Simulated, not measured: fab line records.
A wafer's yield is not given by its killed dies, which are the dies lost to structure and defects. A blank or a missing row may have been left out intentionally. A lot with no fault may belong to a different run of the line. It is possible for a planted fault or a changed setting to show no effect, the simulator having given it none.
Problem report, 8D (eight disciplines) form, completed by code    flow n5-finfet    the parts of the form that need people (team, actions taken, sign-off) are left out

## 1. WHAT WENT WRONG
raw-defect-count at N5_STI_FIN_REVEAL_INSPECT_13 reads a mean of 574 on 2 wafers of 2 lots; wafers without a fault read 11 with a standard deviation of 4.9. So: +99 or more standard deviations from the usual mean.
The step: inspects for defects (darkfield).
The first sign was on wafer L275.1 at day 5 13:45, on defect-inspect-02. Wafers with a number at this step in the record: 12, from 4 lots. The rule behind "out" and "out of limits": a value lying over 4 standard deviations away from the usual mean. The rest of the wafers with a number are treated as sound.

## 2. WHAT THIS IS AND IS NOT
question                     is                 is not
which readings at this step  raw-defect-count   -
which lots                   L275, L280         L271, L286
which wafers of those lots   L275.1, L280.5     L275.2, L275.5, L280.1, L280.2
read on which gauges         defect-inspect-02  defect-inspect-01
when                         from day 5 13:45   up to then (5 sound wafers); but 5 sound wafers of L280, L286 came after

## 3. SUSPECTS, AND WHAT RULES EACH OUT
Counting: a tool at a process step up to the reading stays a suspect if it ran every lot that is out. Sound lots after the first of them don't rule it out here, since some wafers of a struck lot are sound.
- the gauge at N5_STI_FIN_REVEAL_INSPECT_13 has been ruled out. All the wafers that are out were read on defect-inspect-02, but those of them that N5_PASSIVATION_PROBE_49 has rows for are out there too, on other tools.
- wet-bench-02 at N5_STI_FIN_REVEAL_STRIP_16 (strips SiNx in H3PO4, target depth 23.8 nm): kept. It processed each lot that is out (first: L275, day 5 12:35); up to then, its last sound lot is L271 (day 4 11:11).
Remaining after the count: wet-bench-02 at N5_STI_FIN_REVEAL_STRIP_16.

## 4. THE CAUSE (what the simulator had put in)
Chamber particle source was wet-bench-02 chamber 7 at N5_STI_FIN_REVEAL_STRIP_16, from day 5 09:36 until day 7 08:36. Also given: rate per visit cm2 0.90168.
After counting, this tool was the only one left.

## 5. SEQUENCE OF EFFECTS, ordered by route
Rows list readings where the struck wafers' mean (over those with a number) sits beyond 3 standard deviations from the usual. Only readings whose record carries a usual standard deviation are examined. hours: median over the lots of the time between each lot's start at the first step of this table that gives one and its start at this step. sigmas: the change, counted in usual standard deviations.
hours  step                          reading               usual   on struck wafers  change  sigmas
0      N5_STI_FIN_REVEAL_INSPECT_13  raw-defect-count      11      574               +564    +99 or more
248    N5_PASSIVATION_PROBE_49       defect-limited-yield  91.1 %  84.3              -6.8    -4.9
248    N5_PASSIVATION_PROBE_49       killed-at-front-end   40      130               +90     +8.1
248    N5_PASSIVATION_PROBE_49       killed-dies           105     186               +80     +5.0
248    N5_PASSIVATION_PROBE_49       killed-on-rim         13      32                +20     +4.8
248    N5_PASSIVATION_PROBE_49       sort_bin_5_function   5.2 %   9.2               +4.0    +4.5
248    N5_PASSIVATION_PROBE_49       sort-n-pass           1074    994               -80     -4.7
248    N5_PASSIVATION_PROBE_49       sort-yield-pct        91.0 %  84.3              -6.7    -4.5
Process steps it contains:
- N5_PASSIVATION_PROBE_49
At these later measuring or inspecting steps, every struck wafer for which the step has a row has a number for every such reading, and none has moved that far: N5_BEOL_M4_RC_MEAS_101.

## 6. HOW IT WOULD HAVE BEEN CAUGHT EARLIER
4 hours passed between the start of the fault at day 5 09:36 and the first reading out of limits at a measuring or inspecting step in this record, taken at day 5 13:45.
Of the lots that are out (2), L280 began N5_STI_FIN_REVEAL_STRIP_16 on wet-bench-02 after day 5 13:45. Putting the tool on hold at that point would have spared it.
